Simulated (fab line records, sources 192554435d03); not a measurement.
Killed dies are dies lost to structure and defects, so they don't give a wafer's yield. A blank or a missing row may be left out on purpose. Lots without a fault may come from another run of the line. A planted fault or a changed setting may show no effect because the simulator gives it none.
fab line records | flow n5_finfet
record lots=11 wafers=33 last_day=17
route steps=1938 shown SDB@349
lots that met no fault: from a run of the same line without faults
start_h: hours from the record's first day to the start of the lot's first wafer shown | wait_h: hours since the lot's step before | " the same as in the row above | L1.1+2: a row that stands for several wafers | - no value, or no start given | * or withheld: withheld | < > ~ a bound
route shown NAME@n: a module of which the file shows steps, and the number in the route of the first | usual: mean/standard deviation of fault-free wafers | same: alike in all rows | chamber/n: place in a boat | sites: the reading at each site | _std_site: their standard deviation | _edge_site: outer sites' mean less inner sites' | radius_mm: how far each site lies from the wafer's centre | mask NAME#n: copy n | behind: the tool/chamber that last shaped the wafer | hold: why the lot was held/for how many hours/how that ended | device: the transistor (n, p or np) that didn't switch | end of line: the same wafers' tests at the end of the route | a step without rows: its recipe alone | killed: dies lost to structure and defects at the first sort, not the wafer's yield | map: a wafer's dies, x killed, . not, _ none there
set.NAME: the setting as run; set.NAME@STEP: as run at that earlier step | model.NAME: the simulator's own value behind a step, which no gauge read
steps of the route over a sample of lots; a table a step, a row a wafer
services: from which hour (start_h, from the record's first day; less than 0 if before it) a tool's chamber was out of use, for how many hours, and why
## steps
# step N5_SDB_COAT_04
# recipe resist=SiARC temp_c=220 time_s=60 spin_rpm=1500 resist_thk_nm=18
# usual run_length_s=66.27/0.14
# columns lot.wafer tool chamber start_h wait_h run_length_s
L355.3 litho_track-02 0 65.96 - 66.16
L355.4 " 0 " " 66.03
L355.5 " 0 " " 66.24
L357.2 litho_track-05 0 78.19 - 66.45
L357.3 " 0 " " 66.40
L357.6 " 0 " " 66.42
L358.1 litho_track-01 0 87.48 - 66.27
L358.3 " 0 " " 66.17
L358.6 " 0 " " 66.11
L359.1 litho_track-02 0 88.88 - 66.14
L359.5 " 0 " " 66.09
L359.6 " 0 " " 66.06
L360.3 litho_track-05 0 96.94 - 66.42
L360.4 " 0 " " 66.30
L360.5 " 0 " " 66.29
L361.2 litho_track-02 0 101.38 - 66.11
L361.4 " 0 " " 66.03
L361.6 " 0 " " 66.06
L366.2 litho_track-01 0 132.38 - 66.11
L366.3 " 0 " " 66.20
L366.6 " 0 " " 70.50
L373.2 litho_track-05 0 174.62 - 66.57
L373.4 " 0 " " 66.33
L373.5 " 0 " " 66.47
L374.3 litho_track-05 0 178.02 - 66.35
L374.5 " 0 " " 66.26
L374.6 " 0 " " 66.25
L377.1 litho_track-01 0 198.98 - 66.11
L377.5 " 0 " " 66.22
L377.6 " 0 " " 66.09
L378.2 litho_track-01 0 203.41 - 66.23
L378.5 " 0 " " 66.16
L378.6 " 0 " " 66.13
# step N5_SDB_OVL_MEAS_12
# recipe points_per_wafer=44
# usual SDB_OVL=0.3/0.81
# columns lot.wafer tool chamber start_h wait_h SDB_OVL[nm]
L355.3 overlay-02 0 66.23 0.0 1.4
L355.4 " 0 " " 0.1
L355.5 " 0 " " 0.1
L357.2 overlay-01 0 78.59 0.0 1.0
L357.3 " 0 " " 1.3
L357.6 " 0 " " -0.4
L358.1 overlay-02 0 87.87 0.0 0.4
L358.3 " 0 " " 0.1
L358.6 " 0 " " 0.5
L359.1 overlay-02 0 89.28 0.0 0.2
L359.5 " 0 " " 1.0
L359.6 " 0 " " 0.1
L360.3 overlay-01 0 97.21 0.0 1.1
L360.4 " 0 " " 0.7
L360.5 " 0 " " 1.4
L361.2 overlay-01 0 101.65 0.0 0.0
L361.4 " 0 " " 1.2
L361.6 " 0 " " 1.1
L366.2 overlay-02 0 132.78 0.0 0.1
L366.3 " 0 " " -0.5
L366.6 " 0 " " -0.4
L373.2 overlay-02 0 175.02 0.0 0.8
L373.4 " 0 " " 0.5
L373.5 " 0 " " 0.3
L374.3 overlay-02 0 178.41 0.0 -1.0
L374.5 " 0 " " -1.1
L374.6 " 0 " " 0.3
L377.1 overlay-01 0 199.25 0.0 -0.5
L377.5 " 0 " " 0.0
L377.6 " 0 " " 0.6
L378.2 overlay-01 0 203.80 0.0 0.9
L378.5 " 0 " " 0.6
L378.6 " 0 " " 0.3
# step N5_SDB_ETCH_18
# recipe chemistry=N2/H2 target=SOC target_depth_a=1000 overetch_a=200 mask_material=SiARC temp_c=40 time_s=150 ion_energy_ev=200 pressure_mtorr=30 source_w=840 bias_w=150 n2_flow_sccm=200 h2_flow_sccm=200
# usual drypump_motor_current_A=5.58/0.3 h2_flow_sccm=200.0/0.58 oes_product_au=0.72/0.079 rf_vpp_V=523.3/2.1 showerhead_plenum_p_Torr=2.52/0.069 temp_c=39.99/0.1 throttle_valve_pct=17.8/0.31
# columns lot.wafer tool chamber start_h wait_h drypump_motor_current_A h2_flow_sccm oes_product_au rf_hours_counter_h rf_vpp_V showerhead_plenum_p_Torr temp_c throttle_valve_pct
L355.3 rie_diel-02 0 66.46 0.0 5.71 199.4 0.68 173 520.4 2.47 40.09 18.3
L355.4 " 3 " " 5.76 200.0 0.63 230 522.5 2.53 40.19 18.3
L355.5 " 2 " " 5.68 200.4 0.66 - 524.4 2.53 39.76 18.1
L357.2 rie_diel-03 2 78.72 0.0 5.73 199.9 0.85 11 524.8 2.58 39.95 17.4
L357.3 " 1 " " 5.23 199.2 0.75 77 522.9 2.44 40.10 17.4
L357.6 " 1 " " 5.26 199.4 0.76 - 522.0 2.44 39.90 17.4
L358.1 rie_diel-03 2 88.31 0.0 5.71 199.6 0.86 13 525.6 2.58 39.93 17.4
L358.3 " 1 " " 5.22 199.6 0.75 81 521.3 2.44 39.98 17.4
L358.6 " 0 " " 5.11 200.3 0.64 - 525.0 2.64 39.96 17.7
L359.1 rie_diel-06 1 89.55 0.0 5.41 199.9 0.88 3 525.9 2.61 39.67 17.6
L359.5 " 3 " " 5.93 199.9 0.65 - 520.9 2.42 39.93 17.9
L359.6 " 2 " " 5.52 199.9 0.79 - 525.0 2.61 40.12 18.0
L360.3 rie_diel-03 0 97.34 0.0 5.05 198.9 0.63 208 525.6 2.63 39.95 17.7
L360.4 " 3 " " 5.89 201.4 0.69 136 525.9 2.54 40.00 17.7
L360.5 " 1 " " 5.23 200.7 0.75 - 521.6 2.43 40.03 17.5
L361.2 rie_diel-02 0 101.78 0.0 5.69 200.1 0.67 183 519.8 2.46 39.91 18.3
L361.4 " 3 " " 5.74 200.3 0.62 243 521.3 2.53 39.93 18.4
L361.6 " 2 " " 5.70 201.0 0.65 - 522.4 2.52 39.93 18.1
L366.2 rie_diel-02 1 132.93 0.0 5.27 199.5 0.70 112 522.0 2.46 39.83 18.2
L366.3 " 0 " " 5.70 199.9 0.66 197 520.6 2.46 40.10 18.3
L366.6 " 0 " " 5.71 200.1 0.67 - 521.4 2.46 39.91 18.3
L373.2 rie_diel-03 2 175.15 0.0 5.72 200.7 0.80 42 526.9 2.57 39.99 17.5
L373.4 " 0 " " 5.12 200.1 0.62 235 525.2 2.62 40.02 17.8
L373.5 " 1 " " 5.24 199.5 0.73 - 521.8 2.42 40.11 17.5
L374.3 rie_diel-03 2 179.35 0.0 5.72 200.5 0.80 44 525.4 2.57 39.95 17.4
L374.5 " 3 " " 5.93 199.6 0.66 - 523.7 2.53 40.12 17.8
L374.6 " 2 " " 5.73 200.2 0.80 - 526.2 2.57 39.91 17.4
L377.1 rie_diel-02 0 199.38 0.0 5.66 199.6 0.64 220 520.3 2.45 40.00 18.4
L377.5 " 3 " " 5.73 201.1 0.82 - 521.7 2.52 40.13 18.0
L377.6 " 2 " " 5.71 200.3 0.63 - 524.1 2.51 39.91 18.1
L378.2 rie_diel-03 3 204.26 0.0 5.94 198.9 0.66 175 523.5 2.53 39.98 17.8
L378.5 " 2 " " 5.73 200.2 0.79 - 525.7 2.56 39.96 17.5
L378.6 " 3 " " 5.89 199.6 0.66 - 523.6 2.53 39.99 17.8
# step N5_SDB_CMP_30
# recipe stop_on=poly-Si t_overpolish_s=1.54 post_cmp_clean=alkaline_brush down_force_psi=4.1491 platen_rpm=51.796 pad_velocity_m_s=1.0306 target_thk_nm=30
# usual motor_current_A=12.8/1.3 overpolish_run_s=1.540/0.0086 slurry_filter_dp_kPa=13.50/0.13 time_to_endpoint_s=18/3.8
# columns lot.wafer tool chamber start_h wait_h motor_current_A overpolish_run_s slurry_filter_dp_kPa time_to_endpoint_s
L355.4 cmp-01 3 69.93 1.4 12.7 1.535 13.61 22
L355.3 " 1 " " 13.9 1.549 13.83 13
L355.5 " 3 " " 13.8 1.549 13.62 23
L357.2 cmp-03 2 82.27 1.5 12.5 1.533 13.53 9
L357.3 " 3 " " 14.4 1.534 13.51 14
L357.6 " 1 " " 10.3 1.543 13.45 12
L358.1 cmp-04 1 92.41 1.4 10.5 1.539 13.40 17
L358.3 " 3 " " 11.2 1.552 13.61 18
L358.6 " 2 " " 13.5 1.526 13.72 22
L359.1 cmp-03 0 93.80 1.5 11.7 1.553 13.56 17
L359.5 " 2 " " 11.9 1.531 13.42 12
L359.6 " 3 " " 14.0 1.527 13.53 20
L360.4 cmp-04 2 100.80 1.4 13.6 1.543 13.40 22
L360.3 " 1 " " 10.6 1.543 13.35 13
L360.5 " 2 " " 13.6 1.540 13.50 20
L361.4 cmp-04 3 105.28 0.0 11.2 1.538 13.38 17
L361.2 " 1 " " 10.0 1.535 13.33 16
L361.6 " 3 " " 11.8 1.544 13.75 16
L366.3 cmp-03 3 136.49 1.4 14.6 1.534 13.54 15
L366.2 " 2 " " 12.4 1.531 13.49 10
L366.6 " 0 " " 11.3 1.522 13.40 15
L373.4 cmp-01 1 180.11 1.4 14.4 1.533 13.27 18
L373.2 " 2 " " 13.2 1.537 13.55 20
L373.5 " 1 " " 14.0 1.530 13.66 15
L374.3 cmp-03 2 183.94 1.5 12.4 1.557 13.50 11
L374.5 " 0 " " 11.7 1.538 13.44 15
L374.6 " 1 " " 11.0 1.537 13.55 14
L377.1 cmp-03 2 202.95 1.5 12.0 1.537 13.36 10
L377.5 " 3 " " 15.0 1.543 13.74 17
L377.6 " 0 " " 10.7 1.544 13.36 14
L378.2 cmp-04 2 208.14 1.5 13.4 1.547 13.59 20
L378.5 " 1 " " 10.4 1.546 13.37 16
L378.6 " 2 " " 13.0 1.550 13.87 20
## services
# columns tool chamber start_h hours kind
cmp-03 - 51.33 1.6 repair
cmp-03 - 59.37 3.5 repair
rie_diel-03 - 61.54 5.7 repair
rie_diel-02 0 68.45 6.2 repair
cmp-03 - 68.99 4.0 pm
cmp-04 - 77.16 1.1 repair
rie_diel-02 - 91.15 2.8 pm
rie_diel-06 0 91.22 16.7 repair
cmp-04 - 96.85 1.0 repair
cmp-01 - 102.80 2.5 repair
cmp-04 - 106.25 0.8 repair
cmp-03 - 109.17 2.9 repair
rie_diel-02 1 112.26 2.7 repair
cmp-03 - 118.77 1.5 repair
cmp-01 - 123.45 1.3 repair
cmp-04 - 136.63 9.2 pm
cmp-03 - 142.80 0.4 repair
cmp-04 - 146.08 4.0 pm
cmp-03 - 153.91 0.3 repair
cmp-04 - 181.87 3.1 repair
cmp-01 - 186.87 1.3 repair
rie_diel-02 - 198.01 0.6 repair
cmp-03 - 201.25 0.8 repair
rie_diel-02 1 204.08 6.8 repair
## key
first_sign step=N5_SDB_COAT_04 reading=run_length_s direction=up sigmas=31 usual=* struck=*
effect none on later readings
met_at N5_SDB_COAT_04
struck_lots L366
struck_wafers L366.6
tester_left_out L366
not_acting_at N5_SDB_OVL_MEAS_12,N5_SDB_ETCH_18,N5_SDB_CMP_30
onset_between 87.48 132.38
fault kind=process_parameter_drift tool=litho_track-01 chamber=- onset_h=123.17 steps=N5_SDB_COAT_04 channel=time_s offset=* shape=step end_h=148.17 scope=struck_wafers_only acts_in=* stated=*
# tester_left_out: of these lots the tester's yield and bins aren't shown, on N5 and GAA mostly nor the transistor test; their killed dies are dies lost to structure and defects alone, not to doping, threshold or leakage, so they don't give the yield
